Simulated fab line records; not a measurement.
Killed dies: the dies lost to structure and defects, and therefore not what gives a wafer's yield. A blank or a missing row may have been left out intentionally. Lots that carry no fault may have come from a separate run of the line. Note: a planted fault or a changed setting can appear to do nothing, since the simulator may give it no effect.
Code-filled problem report in 8D (eight disciplines) form | flow n5_finfet | the parts of the form that need people (team, actions taken, sign-off) are left out

## 1. WHAT WENT WRONG
Wafers without a fault read 500.5 W, standard deviation 1.8; heater_power_total_W at N5_BEOL_M14_COAT_65 reads a mean of 816.5 W on 6 wafers belonging to 2 lots. That is +99 or more standard deviations from the usual mean.
The step: time 60 s, resist thk 450 nm.
First observed at day 15 21:20: wafer L546.3, on litho_track-02. The record has a number at this step for 35 wafers belonging to 12 lots. Rule for "out", or "out of limits": more than 4 standard deviations from the usual mean. The other wafers with a number count as sound.

## 2. WHAT IT IS, AND WHAT IT ISN'T
question                    | is                                 | is not
which readings at this step | heater_power_total_W, plate_temp_C | chill_plate_temp_C
which lots                  | L546, L547                         | L531, L532, L533, L534, L537, L540, L541, L549, L552, L553
which wafers of those lots  | all that have a number             | -
read on which tools         | litho_track-02                     | litho_track-04, litho_track-05
when                        | from day 15 21:20                  | up to then (20 sound wafers); but 9 sound wafers of L549, L552, L553 came after

## 3. WHAT RULES OUT EACH SUSPECT
Counting: any tool at a process step up to the reading is kept as a suspect provided that every lot that is out went through it and no sound lot did after the first of them.
- pvd_sputter-01 at N5_BEOL_M13_PRE_CLEAN_42 (time 30 s): ruled out as a lasting fault. Following L546 (day 15 18:52), the first lot on it that is out, the sound lots L549 were run on it.
- pvd_sputter-01 at N5_BEOL_M13_SPUTTER_43 (material TaN, target thk 15 nm, time 24.19 s): ruled out as a lasting fault. Following L546 (day 15 18:54), the first lot on it that is out, the sound lots L549 were run on it.
- litho_track-02 at N5_BEOL_M14_COAT_65 (time 60 s, resist thk 450 nm): kept. All lots that are out passed through it, beginning with L546 at day 15 21:20, and no sound lot followed; its final sound lot before that point was L541 at day 14 04:41. On those wafers its own readings are out: heater_power_total_W, plate_temp_C.
After counting, what remains is litho_track-02 at N5_BEOL_M14_COAT_65.

## 4. THE CAUSE (what the simulator had put in)
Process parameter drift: litho_track-02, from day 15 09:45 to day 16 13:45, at N5_BEOL_M14_COAT_65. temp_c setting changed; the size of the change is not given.
Only this tool survived the counting.

## 5. SEQUENCE OF EFFECTS, ordered by route
One row per reading whose mean, taken over the struck wafers that have a number, lies over 3 standard deviations from the usual. Readings are gone through only where the record gives a usual standard deviation; hours: the median, over the lots, of the time from a lot's start at the first step in this table giving one to that lot's start at this step; sigmas: the change measured in usual standard deviations.
hours | step                | reading              | usual    | on struck wafers | change | sigmas
0     | N5_BEOL_M14_COAT_65 | heater_power_total_W | 500.5 W  | 816.5            | +316.0 | +99 or more
0     | N5_BEOL_M14_COAT_65 | plate_temp_C         | 249.99 C | 262.43           | +12.44 | +89
It contains these process steps:
- N5_BEOL_M14_COAT_65: time 60 s, resist thk 450 nm.

## 6. WHAT WOULD HAVE CAUGHT IT SOONER
In this record no reading fell out of limits until day 15 21:20, 12 hours after the fault had begun at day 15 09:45.
